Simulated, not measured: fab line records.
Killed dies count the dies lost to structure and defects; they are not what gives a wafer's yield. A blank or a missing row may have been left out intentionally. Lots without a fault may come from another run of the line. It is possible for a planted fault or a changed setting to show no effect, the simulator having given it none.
A lot that was struck, set against a sound lot || flow n5Finfet || 15 steps out of a route of 1938
Sound: wafers L890.1, L890.2, L890.6. Struck: wafer L904.3 (L904.2, L904.4, from the same lot, were not struck and are left out); the cause is given at the end.
Each step with rows lists, per side, the tool, then ch with its chambers, then its first start. Under that, the readings that differ: sound wafers || struck wafers || difference of the means || sigmas: that difference in standard deviations of wafers without a fault.
alike: same words and numbers on both sides, and readings whose means sit less than 2 such deviations apart. not compared: any withheld reading, any reading some wafer has no value for, any bound like >300 that may hide the same value, and any number with overlapping values for which the record gives no deviation.
The two part at a step that has a row with sigmas, a row that says differs or no value, or rows on one side only. When numbers do not overlap yet have no deviation, they are printed without sigmas and do not part them. A reading missing from all wafers of one side parts the sides only when that side holds two or more wafers.

first, 7 steps without rows for these wafers: N5_GATE_CUT_COAT_27 (time 60 s, resist thk 10 nm); N5_GATE_CUT_COAT_07 (resist thk 30 nm); N5_GATE_CUT_EBR_09; N5_GATE_CUT_SOFTBAKE_08 (time 60 s); N5_GATE_CUT_EXPOSE_10 (exposes mask GATE CUT, target cd 20 nm); N5_GATE_CUT_PEB_11 (peb time 60 s); N5_GATE_CUT_DEVELOP_12 (develop time 30 s).
N5_GATE_CUT_CD_MEAS_13: the cd target is 20 nm.
  sound on cdSem-01 ch 0, day 5 06:55; struck on cdSem-02 ch 0, day 8 18:50
  alike: cdNm
N5_GATE_CUT_OVL_MEAS_14:
  sound on overlay-01 ch 0, day 5 06:57; struck on overlay-02 ch 0, day 8 18:52
  alike: GATE_CUT_OVL
N5_GATE_CUT_INSPECT_15: inspects for defects (brightfield).
  sound: defectInspect-01 at day 5 07:01; struck: defectInspect-02 at day 8 18:55
  alike: rawDefectCount
N5_GATE_CUT_DESCUM_18: chemistry O2, time 7 s.
  sound on rieDiel-04 ch 0,2, day 5 08:16; struck on rieDiel-05 ch 0, day 8 18:58
  alike: chamberPressureMTorr, drypumpMotorCurrentA, oesProductAu, rfVppV, showerheadPlenumPTorr, tempC, throttleValvePct
  not compared: rfHoursCounterH
N5_GATE_CUT_ETCH_28: etches underlayer in N2/H2, target depth 13 nm, time 10.4 s.
  sound on rieDiel-04 ch 0,2, day 5 08:18; struck on rieDiel-05 ch 0, day 8 18:59
  alike: chamberPressureMTorr, drypumpMotorCurrentA, etchRfOnTimeS, oesProductAu, rfVppV, showerheadPlenumPTorr, throttleValvePct
  not compared: rfHoursCounterH
N5_GATE_CUT_ETCH_36: etches SiARC in CF4, target depth 13 nm, time 21.7 s.
  sound on rieDiel-04 ch 0,2, day 5 08:19; struck on rieDiel-05 ch 0, day 8 19:01
{"reading": "cf4FlowSccm (sccm)", "sound": "100.1 100.0 99.4", "struck": 130.2, "difference": "+30.4", "sigmas": "+98"}
{"reading": "showerheadPlenumPTorr (Torr)", "sound": "2.05 2.14 2.14", "struck": 2.25, "difference": "+0.14", "sigmas": "+2"}
{"reading": "throttleValvePct (%)", "sound": "15.77 15.87 15.88", "struck": 16.96, "difference": "+1.12", "sigmas": "+6"}
  alike: chamberPressureMTorr, drypumpMotorCurrentA, etchRfOnTimeS, oesProductAu, rfVppV
  not compared: rfHoursCounterH
N5_GATE_CUT_ETCH_37: etches SOC in N2/H2, target depth 60 nm, overetch 12 nm, time 90 s.
  sound on rieDiel-04 ch 0,2, day 5 08:21; struck on rieDiel-05 ch 0, day 8 19:02
  alike: chamberPressureMTorr, drypumpMotorCurrentA, oesProductAu, rfVppV, showerheadPlenumPTorr, tempC, throttleValvePct
  not compared: rfHoursCounterH
-- the record jumps here: 4 days lie between the struck wafers' starts before and after (it left off in module GATE_CUT and takes up again in module BEOL_M4, whose first step shown is number 1111 of the route) --
N5_BEOL_M4_RC_MEAS_101:
  sound on prober-02 ch 0, day 9 08:28; struck on prober-01 ch 0, day 12 20:18
  alike: DIBL_N, DIBL_P, IOFF_N, IOFF_P, ION_N, ION_P, SS_N, SS_P, VT_N, VT_P

== WHERE THEY PART ==
N5_GATE_CUT_ETCH_36 only, going by this record. Later steps at which nothing parts them and some readings are alike: N5_GATE_CUT_ETCH_37, N5_BEOL_M4_RC_MEAS_101.

WHY: the cause the simulator had injected
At N5_GATE_CUT_ETCH_36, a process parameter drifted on rieDiel-05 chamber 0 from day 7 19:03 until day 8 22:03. A move of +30 in setting cf4FlowSccm, from 100. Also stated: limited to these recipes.
